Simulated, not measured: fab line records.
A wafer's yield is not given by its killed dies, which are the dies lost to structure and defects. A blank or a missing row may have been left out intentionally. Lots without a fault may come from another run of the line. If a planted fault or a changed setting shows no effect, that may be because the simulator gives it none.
Matching of chambers + flow nand harc + rie diel-13 running NHARC_A_M1_ETCH_35: 4 sister chambers
The step etches the open film in N2/H2, target depth 40 nm, overetch 12 nm, time 43.94 s. 16 wafers are shown with their chamber, then 8 later ones without.

== WAFERS WITH THEIR CHAMBER ==
| wafer  | chamber | drypump motor current A (A) | rf vpp V (V) | oes product au (a.u.) |
|--------|---------|-----------------------------|--------------|-----------------------|
| L084.1 | 2       | 5.8                         | 430.6        | 0.989                 |
| L084.3 | 1       | 5.5                         | 426.8        | 0.997                 |
| L084.5 | 3       | 5.7                         | 430.3        | 1.009                 |
| L088.1 | 1       | 5.4                         | 425.3        | 0.995                 |
| L088.4 | 2       | 5.8                         | 430.7        | 0.991                 |
| L088.5 | 2       | 5.8                         | 430.6        | 0.998                 |
| L089.1 | 2       | 5.8                         | 431.3        | 0.988                 |
| L089.2 | 0       | 5.2                         | 426.6        | 1.005                 |
| L089.3 | 3       | 5.7                         | 432.3        | 1.005                 |
| L093.3 | 2       | 5.8                         | 430.2        | 0.988                 |
| L093.5 | 2       | 5.8                         | 432.3        | 0.983                 |
| L093.6 | 3       | 5.7                         | 430.1        | 0.999                 |
| L093.1 | 0       | 5.2                         | 428.9        | 1.006                 |
| L093.2 | 1       | 5.4                         | 426.6        | 1.010                 |
| L093.4 | 3       | 5.7                         | 429.3        | 0.991                 |
| L096.1 | 0       | 5.2                         | 428.8        | 0.999                 |

SIGNATURES (means of the wafers above)
| reading                 | chamber 0 | chamber 1 | chamber 2 | chamber 3 | scatter within a chamber |
|-------------------------|-----------|-----------|-----------|-----------|--------------------------|
| drypump motor current A | 5.200     | 5.433     | 5.800     | 5.700     | 0.0236                   |
| rf vpp V                | 428.100   | 426.233   | 430.950   | 430.500   | 1.02                     |
| oes product au          | 1.00333   | 1.00067   | 0.98950   | 1.00100   | 0.00624                  |
Rule: a wafer lies at a distance from a chamber equal to the root of the sum of squares, over the readings, of (its reading less the chamber's mean, divided by the reading's scatter). The wafer belongs to the nearest chamber; if the next one is less than 2 further off, it can't be placed. The scatter: take each reading less its chamber's mean, square it, sum over the shown wafers, divide by the number of wafers less the number of chambers, and take the root.

== WAFERS WITHOUT THEIR CHAMBER ==
| wafer  | drypump motor current A (A) | rf vpp V (V) | oes product au (a.u.) |
|--------|-----------------------------|--------------|-----------------------|
| L096.2 | 5.8                         | 430.9        | 0.985                 |
| L096.3 | 5.4                         | 426.8        | 1.004                 |
| L095.1 | 5.4                         | 426.9        | 1.004                 |
| L095.2 | 5.8                         | 428.9        | 0.992                 |
| L095.5 | 5.4                         | 427.8        | 1.013                 |
| L097.2 | 5.2                         | 428.3        | 0.997                 |
| L097.3 | 5.5                         | 426.8        | 1.006                 |
| L097.5 | 5.8                         | 431.7        | 0.991                 |

== WHICH CHAMBER EACH ONE RAN IN ==
| wafer  | from the rows above | in truth                   |
|--------|---------------------|----------------------------|
| L096.2 | 2                   | 2                          |
| L096.3 | 1                   | 1                          |
| L095.1 | 1                   | 1                          |
| L095.2 | 2                   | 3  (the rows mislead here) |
| L095.5 | 1                   | 1                          |
| L097.2 | 0                   | 0                          |
| L097.3 | 1                   | 1                          |
| L097.5 | 2                   | 2                          |
Placed correctly: 7 of 8. Number that these rows cannot place: 0. Number placed wrongly: 1.
